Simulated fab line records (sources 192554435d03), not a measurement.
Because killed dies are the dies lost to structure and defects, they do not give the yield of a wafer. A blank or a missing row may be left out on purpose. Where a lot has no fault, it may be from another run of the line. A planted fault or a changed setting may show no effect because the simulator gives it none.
fab line records + flow n5-finfet
record:
- lots: 7
- wafers: 39
route steps=1938 shown WELL_APT@26 FIN_SAQP@138 SD_EPI_N@292 GATE_CUT@467 BEOL_M0_SAQP@648 BEOL_M1@754 BEOL_M4@1086
start-h: hours from the record's first day to the start of the lot's first wafer shown + wait-h: how many hours have passed since the lot's step before this one + " as in the row above + L1.1+2: a row that stands for several wafers + - no value present, or no start provided + * or withheld: withheld + < > ~ a bound
route shown NAME@n: NAME is a module with steps in the file, n the number in the route of the first one + usual: average and standard deviation across the fault-free wafers + same: alike in all rows + chamber/n: place in a boat + sites: per-site readings + _std_site: the values' standard deviation + _edge_site: outer sites' mean less inner sites' + radius-mm: for every site, how far away it sits from the centre of the wafer + mask NAME#n: copy n + behind: the last tool/chamber to shape the wafer + hold: why the lot went on hold/how many hours it stayed there/how the hold came to an end + device: transistor that didn't switch, given as n, p or np + end of line: the tests these same wafers got at the end of their route + for a step that has no rows: nothing shown but its recipe + killed: the dies lost at the first sort to structure and to defects; this is not the yield of the wafer + map: shows each die of a wafer: x if killed, . if not, _ if none is there
set.NAME: the setting as run; set.NAME@STEP: as run at that earlier step + model.NAME: the simulator's own value behind a step, which no gauge read
lots run with intentionally changed settings; tables by step, rows by wafer
== steps ==
step: N5_WELL_APT_DEVELOP_07
recipe:
- develop-time-s: 45
- rinse-liquid: surfactant-rinse
- dry: air-spin
- dev-temp-c: 21
step: N5_FIN_SAQP_SPACER2_ALD_28
recipe:
- material: SiO2
- target-thk-a: 81
- temp-c: 300
- ald-precursor-family: BDEAS
- ald-co-reactant: O2-plasma
- pulse-time-s: 1
- purge-time-s: 2
- co-reactant-purge-time-s: 2
- pressure-torr: 2
step: N5_SD_EPI_N_PRECLEAN_49
recipe:
- chemistry: NF3:NH3
- afs-cycles: 1
- temp-c: 30
- time-s: 20
- sublimation-temp-c: 180
- sublimation-time-s: 60
- pressure-torr: 3
- rf-power-w: 30
step: N5_GATE_CUT_ETCHBACK_30
recipe:
- chemistry: Cl2/Ar
- target: TiN
- target-depth-a: 30
- mode: isotropic
- pressure-mtorr: 10
- icp-w: 600
- bias-w: 60
- Cl2_flow_sccm: 40
- Ar_flow_sccm: 60
step: N5_BEOL_M0_SAQP_DEVELOP_13
recipe:
- develop-time-s: 30
- developer: TMAH
- resist: CAR-ArF
- dev-temp-c: 23
- rinse-liquid: diw
- dry: air-spin
step: N5_BEOL_M1_HM_DEP_02
recipe:
- material: TiN
- target-thk-a: 200
- temp-c: 25
- chamber-pressure-pa: 0.49996
step: N5_BEOL_M1_SPUTTER_81
recipe:
- material: Cu
- target-thk-a: 45
- temp-c: -20
- chamber-pressure-pa: 0.07
- power-w: withheld
- time-s: 8.29
step: N5_BEOL_M4_SPUTTER_79
step: N5_BEOL_M4_RC_MEAS_101
usual:
- VT_N: 251/3.5
- VT_N_LVT: 98/3.4
- VT_P: -252/3.3
- VT_P_LVT: -99.1/2.8
| lot.wafer | tool      | chamber | start-h | wait-h | set.develop-time-s@WELL_APT_DEVELOP_07 | set.target-thk-a@FIN_SAQP_SPACER2_ALD_28 | set.time-s@SD_EPI_N_PRECLEAN_49 | set.target-depth-a@GATE_CUT_ETCHBACK_30 | set.develop-time-s@BEOL_M0_SAQP_DEVELOP_13 | set.target-thk-a@BEOL_M1_HM_DEP_02 | set.target-thk-a@BEOL_M1_SPUTTER_81 | set.time-s@BEOL_M4_SPUTTER_79 | VT_N[mV] | VT_N_LVT[mV] | VT_P[mV] | VT_P_LVT[mV] |
|-----------|-----------|---------|---------|--------|----------------------------------------|------------------------------------------|---------------------------------|-----------------------------------------|--------------------------------------------|------------------------------------|-------------------------------------|-------------------------------|----------|--------------|----------|--------------|
| L078.1    | prober-01 | 0       | 219.21  | 0.0    | 45                                     | 98.16                                    | 20                              | 47.76                                   | 30                                         | 255.7                              | 45                                  | 8.29                          | 227      | 72           | -236     | -81.5        |
| L078.2    | "         | 0       | "       | "      | 45                                     | 81                                       | 23.16                           | 47.76                                   | 30                                         | 255.7                              | 67.17                               | 8.29                          | 258      | 100          | -251     | -98.8        |
| L078.3    | "         | 0       | "       | "      | 45                                     | 98.16                                    | 20                              | 47.76                                   | 37.35                                      | 200                                | 45                                  | 8.29                          | 229      | 76           | -235     | -83.4        |
| L078.4    | "         | 0       | "       | "      | 45                                     | 81                                       | 23.16                           | 30                                      | 30                                         | 200                                | 67.17                               | 8.29                          | 250      | 97           | -253     | -97.7        |
| L078.5    | "         | 0       | "       | "      | 45                                     | 98.16                                    | 23.16                           | 30                                      | 37.35                                      | 200                                | 45                                  | 8.29                          | 230      | 74           | -237     | -82.7        |
| L078.6    | "         | 0       | "       | "      | 45                                     | 81                                       | 20                              | 30                                      | 37.35                                      | 255.7                              | 67.17                               | 8.29                          | 252      | 101          | -253     | -99.2        |
| L079.1    | prober-01 | 0       | 238.45  | 0.0    | 45                                     | 106.2                                    | 20                              | 30                                      | 30                                         | 200                                | 45                                  | 8.29                          | 218      | 65           | -224     | -74.9        |
| L079.2    | "         | 0       | "       | "      | 45                                     | 106.2                                    | 20                              | 20.21                                   | 36.14                                      | 125.1                              | 45                                  | 8.29                          | 212      | 60           | -224     | -73.7        |
| L079.3    | "         | 0       | "       | "      | 45                                     | 81                                       | 20                              | 20.21                                   | 30                                         | 200                                | 45                                  | 10.66                         | 248      | 97           | -245     | -94.1        |
| L079.4    | "         | 0       | "       | "      | 45                                     | 81                                       | 20                              | 20.21                                   | 36.14                                      | 200                                | 45                                  | 8.29                          | 250      | 98           | -247     | -95.6        |
| L079.5    | "         | 0       | "       | "      | 45                                     | 106.2                                    | 20                              | 30                                      | 36.14                                      | 125.1                              | 45                                  | 10.66                         | 217      | 62           | -225     | -71.9        |
| L079.6    | "         | 0       | "       | "      | 45                                     | 81                                       | 20                              | 30                                      | 30                                         | 125.1                              | 45                                  | 10.66                         | 253      | 99           | -248     | -96.7        |
| L080.1    | prober-02 | 0       | 238.84  | 0.0    | 45                                     | 81                                       | 20                              | 47.7                                    | 38.06                                      | 275.8                              | 45                                  | 8.29                          | 241      | 87           | -246     | -93.3        |
| L080.2    | "         | 0       | "       | "      | 25.84                                  | 62.43                                    | 20                              | 47.7                                    | 30                                         | 275.8                              | 57.9                                | 8.29                          | 277      | 123          | -270     | -116.0       |
| L080.3    | "         | 0       | "       | "      | 45                                     | 62.43                                    | 12.12                           | 47.7                                    | 38.06                                      | 200                                | 45                                  | 11.41                         | 276      | 120          | -270     | -113.7       |
| L080.4    | "         | 0       | "       | "      | 25.84                                  | 62.43                                    | 12.12                           | 30                                      | 30                                         | 275.8                              | 45                                  | 11.41                         | 277      | 122          | -271     | -115.5       |
| L080.5    | "         | 0       | "       | "      | 45                                     | 81                                       | 20                              | 30                                      | 30                                         | 200                                | 57.9                                | 11.41                         | 247      | 95           | -253     | -99.4        |
| L080.6    | "         | 0       | "       | "      | 25.84                                  | 81                                       | 12.12                           | 30                                      | 38.06                                      | 200                                | 57.9                                | 8.29                          | 253      | 98           | -252     | -98.9        |
| L089.3    | prober-02 | 0       | 284.66  | 0.3    | 45                                     | 81                                       | 20                              | 30                                      | 30                                         | 200                                | 45                                  | 8.29                          | 246      | 94           | -248     | -97.5        |
| L089.4    | "         | 0       | "       | "      | 45                                     | 81                                       | 20                              | 30                                      | 30                                         | 200                                | 45                                  | 8.29                          | 251      | 98           | -250     | -99.0        |
| L089.5    | "         | 0       | "       | "      | 45                                     | 81                                       | 20                              | 30                                      | 30                                         | 200                                | 45                                  | 8.29                          | 246      | 93           | -249     | -96.6        |
| L088.1    | prober-01 | 0       | 284.98  | 0.0    | 45                                     | 81                                       | 20                              | 30                                      | 30                                         | 141                                | 45                                  | 8.29                          | 249      | 96           | -249     | -96.1        |
| L088.2    | "         | 0       | "       | "      | 45                                     | 66.96                                    | 20                              | 30                                      | 30                                         | 200                                | 33.35                               | 8.29                          | 265      | 115          | -261     | -108.3       |
| L088.3    | "         | 0       | "       | "      | 45                                     | 66.96                                    | 20                              | 30                                      | 45.88                                      | 141                                | 33.35                               | 5.486                         | 270      | 118          | -262     | -109.4       |
| L088.4    | "         | 0       | "       | "      | 45                                     | 66.96                                    | 20                              | 39.17                                   | 45.88                                      | 200                                | 45                                  | 8.29                          | 270      | 119          | -267     | -111.5       |
| L088.5    | "         | 0       | "       | "      | 45                                     | 81                                       | 20                              | 39.17                                   | 30                                         | 141                                | 33.35                               | 5.486                         | 245      | 94           | -246     | -95.2        |
| L088.6    | "         | 0       | "       | "      | 45                                     | 81                                       | 20                              | 39.17                                   | 45.88                                      | 200                                | 45                                  | 5.486                         | 243      | 91           | -248     | -93.9        |
| L090.1    | prober-01 | 0       | 301.95  | 0.0    | 45                                     | 56.17                                    | 20                              | 30                                      | 30                                         | 162                                | 45                                  | 8.29                          | 280      | 128          | -273     | -120.1       |
| L090.2    | "         | 0       | "       | "      | 45                                     | 56.17                                    | 20                              | 30                                      | 30                                         | 200                                | 45                                  | 8.29                          | 286      | 134          | -275     | -122.7       |
| L090.3    | "         | 0       | "       | "      | 63.65                                  | 81                                       | 20                              | 30                                      | 30                                         | 200                                | 52.91                               | 8.29                          | 247      | 94           | -252     | -98.7        |
| L090.4    | "         | 0       | "       | "      | 63.65                                  | 81                                       | 20                              | 30                                      | 30                                         | 162                                | 45                                  | 4.82                          | 247      | 92           | -249     | -95.6        |
| L090.5    | "         | 0       | "       | "      | 45                                     | 81                                       | 20                              | 30                                      | 30                                         | 200                                | 52.91                               | 4.82                          | 250      | 98           | -255     | -100.1       |
| L090.6    | "         | 0       | "       | "      | 63.65                                  | 56.17                                    | 20                              | 30                                      | 30                                         | 162                                | 52.91                               | 4.82                          | 285      | 131          | -272     | -120.9       |
| L095.1    | prober-02 | 0       | 315.94  | 0.0    | 45                                     | 110.3                                    | 20                              | 30                                      | 30                                         | 200                                | 66.4                                | 8.29                          | 210      | 59           | -227     | -76.2        |
| L095.2    | "         | 0       | "       | "      | 45                                     | 81                                       | 8.555                           | 19.18                                   | 34.73                                      | 200                                | 45                                  | 8.29                          | 257      | 104          | -254     | -105.1       |
| L095.3    | "         | 0       | "       | "      | 21.07                                  | 81                                       | 8.555                           | 19.18                                   | 30                                         | 200                                | 66.4                                | 8.29                          | 252      | 99           | -254     | -103.0       |
| L095.4    | "         | 0       | "       | "      | 21.07                                  | 110.3                                    | 20                              | 19.18                                   | 34.73                                      | 200                                | 66.4                                | 5.125                         | 209      | 57           | -225     | -74.2        |
| L095.5    | "         | 0       | "       | "      | 21.07                                  | 110.3                                    | 8.555                           | 30                                      | 30                                         | 200                                | 45                                  | 5.125                         | 211      | 61           | -229     | -78.5        |
| L095.6    | "         | 0       | "       | "      | 45                                     | 81                                       | 20                              | 30                                      | 34.73                                      | 200                                | 45                                  | 5.125                         | 247      | 96           | -251     | -98.6        |
== key ==
split:
- step: N5_WELL_APT_DEVELOP_07
- setting: develop-time-s
- stated-as: 45
response none clear
split:
- step: N5_FIN_SAQP_SPACER2_ALD_28
- setting: target-thk-a
- stated-as: 81
response:
- step: N5_BEOL_M4_RC_MEAS_101
- reading: VT_P_LVT
- slope: +0.726
- per: 1%
- together-with: all
- explained: 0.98
response:
- step: N5_BEOL_M4_RC_MEAS_101
- reading: VT_N_LVT
- slope: -1.16
- per: 1%
- together-with: all
- explained: 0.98
response:
- step: N5_BEOL_M4_RC_MEAS_101
- reading: VT_P
- slope: +0.723
- per: 1%
- together-with: all
- explained: 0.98
response:
- step: N5_BEOL_M4_RC_MEAS_101
- reading: VT_N
- slope: -1.16
- per: 1%
- together-with: all
- explained: 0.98
split:
- step: N5_SD_EPI_N_PRECLEAN_49
- setting: time-s
- stated-as: 20
response none clear
split:
- step: N5_GATE_CUT_ETCHBACK_30
- setting: target-depth-a
- stated-as: 30
response none clear
split:
- step: N5_BEOL_M0_SAQP_DEVELOP_13
- setting: develop-time-s
- stated-as: 30
response none clear
split:
- step: N5_BEOL_M1_HM_DEP_02
- setting: target-thk-a
- stated-as: 200
response none clear
split:
- step: N5_BEOL_M1_SPUTTER_81
- setting: target-thk-a
- stated-as: 45
response none clear
split:
- step: N5_BEOL_M4_SPUTTER_79
- setting: time-s
- stated-as: 8.29
response none clear
